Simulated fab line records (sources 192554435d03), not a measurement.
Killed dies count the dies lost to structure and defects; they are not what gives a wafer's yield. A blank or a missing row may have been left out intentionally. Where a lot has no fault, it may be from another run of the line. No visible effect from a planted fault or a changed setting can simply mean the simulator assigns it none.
A struck lot beside a sound one | flow n5 finfet | 23 out of 1938 route steps
Sound: wafers L818.2, L818.4, L818.6. Wafers struck: L816.1, L816.2, L816.6. The cause is named last.
Order at every step that has rows: each side's tool, ch and its chambers, its first start. Under that, the readings that differ: sound wafers | struck wafers | difference of the means | sigmas: that difference in standard deviations of wafers without a fault.
alike: readings whose means differ by less than 2 such deviations, and words and numbers that are the same on both sides. not compared: withheld readings, readings that some wafer has no value for, bounds like >300 that may hide the same value, and numbers for which the record gives no deviation and whose values overlap.
Wherever a step has rows on one side only, a row that says differs or no value, or a row with sigmas, the two part there. Numbers that don't overlap but have no deviation are shown without sigmas and don't part them. Lack of a reading on every wafer of one side parts them only where that side has two or more wafers.

first, 9 steps without rows for these wafers: N5_BEOL_M8_SOFTBAKE_06 (time 60 s); N5_BEOL_M8_EXPOSE_08 (exposes mask M8); N5_BEOL_M8_PEB_09 (peb time 60 s); N5_BEOL_M8_DEVELOP_10 (develop time 30 s); N5_BEOL_M8_DESCUM_16 (chemistry O2, time 7.9 s); N5_BEOL_M8_ETCH_61 (etches SiARC in CF4, target depth 45.5 nm, time 75.8 s); N5_BEOL_M8_ETCH_62 (etches SOC in N2/H2, target depth 110 nm, overetch 22 nm, time 165 s); N5_BEOL_M8_STRIP_68 (strips in N2/H2); N5_BEOL_M8_STRIP_67 (strips in CF4).
N5_BEOL_M8_HM_OPEN_17: chemistry Cl2/BCl3, target TiN, target depth 20 nm, overetch 6 nm.
  sound on rie metal-03 ch 0,1, day 15 14:22; struck on rie metal-01 ch 0,1, day 14 19:23
  alike: drypump motor current A, he backside leak sccm, oes product au, throttle valve pct
  not compared: rf hours counter h
then, 10 steps without rows for these wafers: N5_BEOL_M8_STRIP_19 (strips in O2); N5_BEOL_M8_COAT_63 (time 60 s, resist thk 60 nm); N5_BEOL_M8_COAT_64 (time 60 s, resist thk 12 nm); N5_BEOL_M8_COAT_71 (time 60 s, resist thk 5 nm); N5_BEOL_M8_COAT_22 (resist thk 30 nm); N5_BEOL_M8_EBR_24; N5_BEOL_M8_SOFTBAKE_23 (time 60 s); N5_BEOL_M8_EXPOSE_25 (exposes mask V7, target cd 40 nm); N5_BEOL_M8_PEB_26 (peb time 60 s); N5_BEOL_M8_DEVELOP_27 (develop time 30 s).
N5_BEOL_M8_INSPECT_30: inspects for defects (brightfield).
  sound on defect inspect-02, day 15 15:05; struck on defect inspect-01, day 14 21:08
  reading          | sound       | struck      | difference | sigmas
  raw defect count | 543 630 508 | 751 712 818 | +200       | +2
then, 1 step without rows for these wafers: N5_BEOL_M8_DESCUM_33 (chemistry O2, time 7 s).
-- here the record skips 3 days between the struck wafers' starts before and after, leaving off in module BEOL_M8 and picking up in module PASSIVATION (first step shown: number 1936 of the route) --
N5_PASSIVATION_PROBE_49:
  record: rows for the struck wafers here (prober-02, day 18 00:50), none for the sound ones

== WHERE THEY PART ==
First at N5_BEOL_M8_INSPECT_30; last, within this record, at N5_PASSIVATION_PROBE_49.

WHY: whatever the simulator had introduced
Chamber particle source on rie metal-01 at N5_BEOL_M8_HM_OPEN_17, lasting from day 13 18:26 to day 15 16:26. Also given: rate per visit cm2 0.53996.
